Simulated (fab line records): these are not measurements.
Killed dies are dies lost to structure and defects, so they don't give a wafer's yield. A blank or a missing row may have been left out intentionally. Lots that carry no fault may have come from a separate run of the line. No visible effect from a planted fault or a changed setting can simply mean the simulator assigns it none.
Chamber matching | flow n5_finfet | 3 sister chambers for N5_BEOL_M5_DEP_56 on pecvd-01
The step deposits SiCN from 3MS/NH3, target thk 8 nm, time 14 s. 18 wafers are shown with their chamber, then 9 later ones without.

WAFERS, EACH WITH ITS CHAMBER
wafer  | chamber | throttle_valve_pct (%) | showerhead_plenum_p_Torr (Torr)
L074.1 | 2       | 8.1                    | 3.675
L074.2 | 0       | 9.5                    | 3.660
L074.3 | 1       | 8.8                    | 3.684
L074.4 | 1       | 8.7                    | 3.670
L074.5 | 0       | 9.8                    | 3.659
L074.6 | 2       | 8.2                    | 3.664
L076.4 | 0       | 10.1                   | 3.657
L076.5 | 1       | 8.8                    | 3.676
L076.6 | 2       | 8.4                    | 3.653
L080.3 | 0       | 10.0                   | 3.657
L080.4 | 1       | 9.0                    | 3.676
L080.5 | 0       | 10.0                   | 3.670
L084.4 | 2       | 8.6                    | 3.670
L084.5 | 1       | 9.0                    | 3.673
L084.6 | 2       | 8.6                    | 3.667
L086.3 | 1       | 9.2                    | 3.683
L086.5 | 2       | 8.6                    | 3.664
L086.6 | 1       | 9.2                    | 3.669

SIGNATURES, as means of the wafers listed above
reading                  | chamber 0 | chamber 1 | chamber 2 | scatter within a chamber
throttle_valve_pct       | 9.880     | 8.957     | 8.417     | 0.218
showerhead_plenum_p_Torr | 3.66060   | 3.67586   | 3.66550   | 0.00631
Rule: distance of a wafer from a chamber = root of the sum over the readings of ((wafer's reading minus chamber's mean) / reading's scatter) squared. If the next closest chamber is less than 2 further off than the closest, the wafer can't be placed; otherwise it belongs to the closest. The scatter: the root of (the sum of the squares of (reading less its chamber's mean) over the shown wafers, divided by (wafers less chambers)).

WAFERS MISSING THEIR CHAMBER
wafer  | throttle_valve_pct (%) | showerhead_plenum_p_Torr (Torr)
L097.3 | 8.6                    | 3.668
L097.4 | 8.5                    | 3.664
L097.5 | 9.0                    | 3.682
L092.1 | 8.8                    | 3.679
L092.2 | 10.1                   | 3.660
L092.5 | 8.9                    | 3.678
L089.1 | 9.9                    | 3.667
L089.2 | 8.7                    | 3.671
L089.3 | 9.0                    | 3.678

CHAMBER TAKEN BY EACH
wafer  | from the rows above     | in truth
L097.3 | can't be placed: 2 or 1 | 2
L097.4 | 2                       | 2
L097.5 | 1                       | 1
L092.1 | can't be placed: 1 or 2 | 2
L092.2 | 0                       | 0
L092.5 | 1                       | 1
L089.1 | 0                       | 0
L089.2 | can't be placed: 1 or 2 | 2
L089.3 | 1                       | 1
Correct placement for 6 of the 9. Cannot be placed on the basis of these rows: 3; the candidates contain the true chamber in 3. Number placed wrongly: 0.
